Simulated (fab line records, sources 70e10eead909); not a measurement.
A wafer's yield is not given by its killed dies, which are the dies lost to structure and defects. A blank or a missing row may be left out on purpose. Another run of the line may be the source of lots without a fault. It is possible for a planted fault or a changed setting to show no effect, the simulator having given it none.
Matching of chambers / flow nand harc / 4 sister chambers for NHARC_A_CONTACT_ETCH_91 on rie diel-02
The step etches the open film in CH3F/O2, target depth 40 nm, time 85.7 s. 4 wafers are shown with their chamber, then 12 later ones without.

== WAFERS WITH THEIR CHAMBER ==
wafer=L085.2; chamber=2; showerhead plenum p Torr (Torr)=2.35
wafer=L088.1; chamber=1; showerhead plenum p Torr (Torr)=2.44
wafer=L088.3; chamber=0; showerhead plenum p Torr (Torr)=2.52
wafer=L088.4; chamber=3; showerhead plenum p Torr (Torr)=2.57

== WAFERS WITHOUT THEIR CHAMBER ==
wafer=L090.1; showerhead plenum p Torr (Torr)=2.44
wafer=L090.3; showerhead plenum p Torr (Torr)=2.34
wafer=L090.5; showerhead plenum p Torr (Torr)=2.56
wafer=L092.1; showerhead plenum p Torr (Torr)=2.56
wafer=L092.3; showerhead plenum p Torr (Torr)=2.52
wafer=L092.5; showerhead plenum p Torr (Torr)=2.56
wafer=L093.2; showerhead plenum p Torr (Torr)=2.44
wafer=L093.5; showerhead plenum p Torr (Torr)=2.56
wafer=L093.6; showerhead plenum p Torr (Torr)=2.52
wafer=L096.1; showerhead plenum p Torr (Torr)=2.52
wafer=L096.4; showerhead plenum p Torr (Torr)=2.56
wafer=L096.6; showerhead plenum p Torr (Torr)=2.34

== WHICH CHAMBER EACH ONE RAN IN ==
wafer=L090.1; from the rows above=1; in truth=1
wafer=L090.3; from the rows above=2; in truth=2
wafer=L090.5; from the rows above=3; in truth=3
wafer=L092.1; from the rows above=3; in truth=3
wafer=L092.3; from the rows above=0; in truth=0
wafer=L092.5; from the rows above=3; in truth=3
wafer=L093.2; from the rows above=1; in truth=1
wafer=L093.5; from the rows above=3; in truth=3
wafer=L093.6; from the rows above=0; in truth=0
wafer=L096.1; from the rows above=0; in truth=0
wafer=L096.4; from the rows above=3; in truth=3
wafer=L096.6; from the rows above=2; in truth=2
12 of 12 placed correctly. Not placeable from these rows: 0. 0 placed wrongly.
How it was worked out, from the rows above alone: a wafer's distance from a chamber is the root of the sum, over the readings, of the square of ((its reading less the chamber's mean) divided by the reading's scatter). The wafer belongs to the nearest chamber; if the next one is less than 2 further off, it can't be placed. A chamber's mean is the mean of its shown wafers. The scatter: with one shown wafer a chamber, the root of the mean of the squares of how far each hidden wafer lies from its nearest shown one.
